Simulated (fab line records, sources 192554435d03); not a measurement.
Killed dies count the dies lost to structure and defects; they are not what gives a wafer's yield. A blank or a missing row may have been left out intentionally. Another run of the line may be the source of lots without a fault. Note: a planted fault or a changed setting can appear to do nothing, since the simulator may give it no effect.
Matching of chambers + flow n5-finfet + 4 sister chambers for N5_DUMMY_GATE_ETCH_23 on rie-si-04
The step etches poly-Si in HBr/Cl2/O2, target depth 41 nm, time 22.3 s. 8 wafers are shown with their chamber, then 8 later ones without.

WAFERS PAIRED WITH THEIR CHAMBERS
| wafer  | chamber | drypump-motor-current-A (A) | oes-product-au (a.u.) |
|--------|---------|-----------------------------|-----------------------|
| L079.1 | 1       | 5.7                         | 1.044                 |
| L079.5 | 1       | 5.7                         | 1.035                 |
| L086.2 | 3       | 5.9                         | 1.016                 |
| L086.6 | 2       | 6.7                         | 0.958                 |
| L090.2 | 0       | 6.3                         | 0.989                 |
| L090.3 | 2       | 6.7                         | 0.968                 |
| L090.4 | 3       | 5.9                         | 1.026                 |
| L091.3 | 0       | 6.2                         | 0.988                 |

WAFERS WITHOUT THEIR CHAMBER
| wafer  | drypump-motor-current-A (A) | oes-product-au (a.u.) |
|--------|-----------------------------|-----------------------|
| L091.4 | 5.9                         | 1.010                 |
| L091.6 | 6.8                         | 0.970                 |
| L096.1 | 5.7                         | 1.047                 |
| L096.2 | 6.3                         | 0.975                 |
| L096.6 | 6.7                         | 0.968                 |
| L097.1 | 5.7                         | 1.041                 |
| L097.3 | 5.9                         | 1.033                 |
| L097.5 | 5.9                         | 1.029                 |

THE CHAMBER EACH PASSED THROUGH
| wafer  | from the rows above | in truth |
|--------|---------------------|----------|
| L091.4 | 3                   | 3        |
| L091.6 | 2                   | 2        |
| L096.1 | 1                   | 1        |
| L096.2 | 0                   | 0        |
| L096.6 | 2                   | 2        |
| L097.1 | 1                   | 1        |
| L097.3 | 3                   | 3        |
| L097.5 | 3                   | 3        |
8 of 8 placed correctly. Left unplaced by these rows: 0. Number placed wrongly: 0.
How it was worked out, from the rows above alone: a wafer's distance from a chamber is the root of the sum, over the readings, of the square of ((its reading less the chamber's mean) divided by the reading's scatter). The wafer belongs to the nearest chamber; if the next one is less than 2 further off, it can't be placed. Each chamber's mean is taken over the wafers shown for it. The scatter is the square root of a quotient: the sum, over the shown wafers, of each reading's squared deviation from its chamber's mean, divided by wafers minus chambers.
